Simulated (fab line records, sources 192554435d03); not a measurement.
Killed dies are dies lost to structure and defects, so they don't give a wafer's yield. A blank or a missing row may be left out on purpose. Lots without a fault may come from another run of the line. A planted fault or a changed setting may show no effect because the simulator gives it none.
One fault seen from 3 desks | flow n5_finfet | each desk has only its own numbers; what lay behind them comes last

THE METROLOGY DESK
What the gauges read, lot by lot, whatever tool the lot ran on: means of the sampled wafers that have a number. A lot is out of limits, marked OUT, if its mean lies more than 4 standard deviations from the usual mean; the brackets give that distance. Of its 11 readings 7 are shown: the one that was out of limits first, and those that lie furthest out on some lot.
Columns: A = DIBL_N at N5_BEOL_M4_RC_MEAS_101, usual 35.8 mV/V; B = DIBL_P at N5_BEOL_M4_RC_MEAS_101, usual 35.8 mV/V; C = IOFF_P at N5_BEOL_M4_RC_MEAS_101, usual 0.204 nA/um; D = ION_P at N5_BEOL_M4_RC_MEAS_101, usual 462 uA/um; E = SS_P at N5_BEOL_M4_RC_MEAS_101, usual 73.3 mV/dec; F = VT_P at N5_BEOL_M4_RC_MEAS_101, usual -251 mV; G = M11_THK at N5_BEOL_M11_THK_MEAS_53, usual 138.1 nm
lot  | first seen here | A    | B    | C     | D   | E    | F    | G
L814 | day 8 06:47     | 36.5 | 36.2 | 0.181 | 454 | 73.7 | -252 | 139.4
L817 | day 9 04:58     | 36.1 | 38.0 | 0.219 | 464 | 73.8 | -249 | 137.8
L819 | day 9 13:22     | 35.6 | 34.8 | 0.217 | 462 | 73.2 | -249 | 139.3
L828 | day 11 21:58    | 38.2 | 38.6 | 0.270 | 470 | 74.0 | -244 | 196.2 (+28) OUT
L830 | day 12 04:54    | 35.3 | 35.2 | 0.185 | 459 | 72.8 | -252 | 180.6 (+20) OUT
L829 | day 12 10:07    | 34.0 | 33.3 | 0.171 | 464 | 72.2 | -252 | 193.3 (+26) OUT
L834 | day 13 08:37    | 37.3 | 36.6 | 0.230 | 466 | 73.5 | -248 | 136.0
L835 | day 13 09:00    | 35.7 | 36.4 | 0.228 | 470 | 74.0 | -249 | 139.4
This desk's finding: out of limits on L828, L829, L830; first on L828, day 14 12:51 (M11_THK at N5_BEOL_M11_THK_MEAS_53). In limits: L814, L817, L819, L834, L835.

THE TOOL OWNER'S DESK: cmp-03
The tool's own readings at N5_BEOL_M11_CMP_52 (polishes, stops on SiCOH lowk, t overpolish 7 s, target thk 140 nm): means of the sampled wafers that have a number, for each lot that ran on this tool. A lot is out of limits, marked OUT, if its mean lies more than 4 standard deviations from the usual mean; the brackets give that distance.
Columns: A = barrier_field_endpoint_s at N5_BEOL_M11_CMP_52, usual 29.0 s; B = motor_current_A at N5_BEOL_M11_CMP_52, usual 6.2 A; C = overpolish_run_s at N5_BEOL_M11_CMP_52, usual 7.000 s; D = time_to_endpoint_s at N5_BEOL_M11_CMP_52, usual 66.6 s
lot  | first seen here | A               | B   | C                       | D
L817 | day 12 00:42    | 28.5            | 6.2 | 7.004                   | 64.6
L819 | day 12 06:38    | 28.2            | 6.2 | 7.000                   | 65.5
L828 | day 14 12:34    | 37.8 (+12) OUT  | 6.6 | 3.521 (-99 or more) OUT | 75.7
L830 | day 14 19:37    | 35.0 (+8.0) OUT | 6.6 | 4.679 (-99 or more) OUT | 72.8
L829 | day 15 01:31    | 37.6 (+11) OUT  | 5.9 | 3.519 (-99 or more) OUT | 74.4
This desk's finding: out of limits on L828, L829, L830; first on L828, day 14 12:34 (barrier_field_endpoint_s at N5_BEOL_M11_CMP_52). In limits: L817, L819.

THE DEFECT DESK
What the inspections along the route counted, lot by lot: means of the sampled wafers that have a number. A lot is out of limits, marked OUT, if its mean lies more than 4 standard deviations from the usual mean; the brackets give that distance.
Columns: A = raw_defect_count at N5_BEOL_M11_INSPECT_58, usual 69
lot  | first seen here | A
L814 | day 11 00:19    | 92
L817 | day 12 01:09    | 50
L819 | day 12 07:01    | 59
L828 | day 14 13:00    | 567 (+25) OUT
L830 | day 14 20:05    | 419 (+18) OUT
L829 | day 15 01:53    | 590 (+26) OUT
L834 | day 15 23:12    | 107
L835 | day 15 23:23    | 82
This desk's finding: out of limits on L828, L829, L830; first on L828, day 14 13:00 (raw_defect_count at N5_BEOL_M11_INSPECT_58). In limits: L814, L817, L819, L834, L835.

PUT TOGETHER
The tool owner's desk could have raised an alarm at day 14 12:34, on L828, L829, L830.
The metrology desk could have raised an alarm at day 14 12:51, on L828, L829, L830.
The defect desk could have raised an alarm at day 14 13:00, on L828, L829, L830.
Of the lots named, all ran N5_BEOL_M11_CMP_52 on cmp-03.

WHAT THE SIMULATOR HAD PUT IN
Process parameter drift: cmp-03, from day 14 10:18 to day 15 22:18, at N5_BEOL_M11_CMP_52. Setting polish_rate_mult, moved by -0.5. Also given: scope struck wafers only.
Lots struck among those shown: L828, L829, L830.
Hours from the fault's start to each desk's first reading out of limits: the tool owner's desk, 2; the metrology desk, 3; the defect desk, 3.
